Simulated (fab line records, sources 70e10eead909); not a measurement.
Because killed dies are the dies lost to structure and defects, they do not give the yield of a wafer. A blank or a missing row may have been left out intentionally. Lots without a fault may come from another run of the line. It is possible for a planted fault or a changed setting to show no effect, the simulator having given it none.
2 desks, one fault || flow nandHarc || every desk sees just its own numbers, and what lay behind them comes last

DESK OF THE TOOL OWNER: rieDiel-01
The tool's own readings at NHARC_P_M2_ETCH_15 (etches the open film in C4F8/Ar, target depth 182.5 nm, time 91.2 s): means of the sampled wafers that have a number, for each lot that ran on this tool. A lot is out of limits, marked OUT, if its mean lies more than 4 standard deviations from the usual mean; the brackets give that distance.
Columns: A = oesProductAu at NHARC_P_M2_ETCH_15, usual 0.954 a.u.; B = rfVppV at NHARC_P_M2_ETCH_15, usual 440.6 V; C = runLengthS at NHARC_P_M2_ETCH_15, usual 112.5 s
{"lot": "L945", "first seen here": "day 7 01:28", "A": 0.924, "B": 441.0, "C": 112.4}
{"lot": "L944", "first seen here": "day 7 02:52", "A": 0.970, "B": 441.0, "C": 112.5}
{"lot": "L949", "first seen here": "day 8 22:13", "A": 0.969, "B": 438.0, "C": 112.1}
{"lot": "L953", "first seen here": "day 10 00:41", "A": 0.981, "B": 443.2, "C": 112.6}
{"lot": "L954", "first seen here": "day 10 18:59", "A": 0.969, "B": 441.7, "C": 112.4}
{"lot": "L955", "first seen here": "day 11 00:41", "A": 0.937, "B": 442.3, "C": 112.5}
{"lot": "L957", "first seen here": "day 11 18:46", "A": 0.963, "B": 442.1, "C": "105.1 (-21) OUT"}
{"lot": "L959", "first seen here": "day 12 17:11", "A": 0.977, "B": 440.1, "C": "105.0 (-21) OUT"}
{"lot": "L965", "first seen here": "day 15 01:56", "A": 0.922, "B": 440.3, "C": 112.7}
{"lot": "L967", "first seen here": "day 16 06:44", "A": 0.966, "B": 443.0, "C": 112.5}
This desk finds L957, L959 out of limits, L957 being first, at day 11 18:46 (runLengthS at NHARC_P_M2_ETCH_15). L945, L944, L949, L953, L954, L955, L965, L967 stayed within limits.

THE DEFECT DESK
Counts from the inspections along the route, per lot, as means over the sampled wafers that have a number. A lot is out of limits, marked OUT, if its mean lies more than 4 standard deviations from the usual mean; the brackets give that distance.
Columns: A = rawDefectCount at NHARC_P_M1_INSPECT_27, usual 290
{"lot": "L945", "first seen here": "day 6 23:43", "A": 258}
{"lot": "L944", "first seen here": "day 7 01:05", "A": 260}
{"lot": "L947", "first seen here": "day 7 17:37", "A": 257}
{"lot": "L949", "first seen here": "day 8 20:31", "A": 254}
{"lot": "L953", "first seen here": "day 9 22:56", "A": 210}
{"lot": "L954", "first seen here": "day 10 17:21", "A": 203}
{"lot": "L955", "first seen here": "day 10 23:05", "A": 326}
{"lot": "L957", "first seen here": "day 11 17:01", "A": 247}
{"lot": "L959", "first seen here": "day 12 15:27", "A": 322}
{"lot": "L965", "first seen here": "day 15 00:10", "A": 294}
{"lot": "L966", "first seen here": "day 15 13:52", "A": 239}
{"lot": "L967", "first seen here": "day 16 04:59", "A": 297}
Finding of this desk: none of the 12 lots has anything out of limits.

ALL TOGETHER
At day 11 18:46, on L957, L959, the tool owner's desk was in a position to raise an alarm.
Nothing the defect desk looked at was out of limits.
The defect desk has L957, L959 on record, within its limits.
All the named lots went through NHARC_P_M2_ETCH_15 on rieDiel-01.

WHAT THE SIMULATOR HAD PUT IN
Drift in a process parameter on rieDiel-01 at NHARC_P_M2_ETCH_15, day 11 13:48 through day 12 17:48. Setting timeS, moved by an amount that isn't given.
Struck lots among those shown: L957, L959.
Time in hours from fault onset to the first out-of-limits reading at each desk: the tool owner's desk, 5.
